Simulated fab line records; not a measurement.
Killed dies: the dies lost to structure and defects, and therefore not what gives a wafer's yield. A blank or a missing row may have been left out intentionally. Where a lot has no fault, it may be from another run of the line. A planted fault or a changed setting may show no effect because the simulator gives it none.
What tool caused it? ; flow n5-finfet ; 14 lots (42 wafers sampled), 1 step of a 1938-step route

== WHAT EACH GAUGE READ, for each wafer ==
N5_BEOL_M10_OCD_MEAS_38. Usual: trench-depth-nm 148.5 nm, standard deviation 2.
lot;measured;on;trench-depth-nm (nm);flag
L605;day 10 04:46;ocd-01;146.0 146.1 150.8;
L606;day 10 17:52;ocd-02;152.2 146.2 148.9;
L609;day 11 03:49;ocd-02;151.7 150.2 152.1;
L608;day 11 04:05;ocd-02;147.9 147.2 146.0;
L613;day 12 17:15;ocd-02;148.0 147.5 149.5;
L614;day 13 02:37;ocd-02;145.8 148.0 148.6;
L615;day 13 10:43;ocd-02;150.1 148.6 148.9;
L610;day 13 16:23;ocd-02;149.1 143.6 148.0;
L618;day 13 22:12;ocd-02;148.9 148.5 152.7;
L617;day 13 22:32;ocd-01;145.8 146.4 149.5;
L620;day 14 19:02;ocd-01;145.0 152.2 153.6;
L622;day 15 07:31;ocd-01;146.1 147.2 147.4;
L625;day 16 21:34;ocd-01;148.3 146.8 146.8;
L626;day 16 21:44;ocd-01;149.0 149.7 148.0;

== EACH LOT AND THE TOOL THAT RAN IT (in order: tool; ch and the chambers of the sampled wafers; start) ==
Before these readings, the record contains no process step.

== WHAT THE TOOLS THEMSELVES READ (means of the sampled wafers that have a number; where no wafer has one, the mark that the record gives instead) ==
The record holds no such reading with a usual standard deviation.

== THE ANSWER, worked out from the rows above alone ==
Rule: a lot counts as off when the mean over its wafers that have a number is more than 3 standard deviations away from the usual mean. A lot without any number at a reading at which 4 lots or more have one is off too. The other lots that the step has rows for count as sound. After the gauges, taken in route order, come the tools' own readings; for these a lot's mean is taken, as printed above. At the first step where some lot is off, the reading lying furthest off is the one used; lots without a number count as furthest.
Across all readings shown, no lot is off: no conclusion can be drawn from this.

== WHAT WAS PUT IN BY THE SIMULATOR ==
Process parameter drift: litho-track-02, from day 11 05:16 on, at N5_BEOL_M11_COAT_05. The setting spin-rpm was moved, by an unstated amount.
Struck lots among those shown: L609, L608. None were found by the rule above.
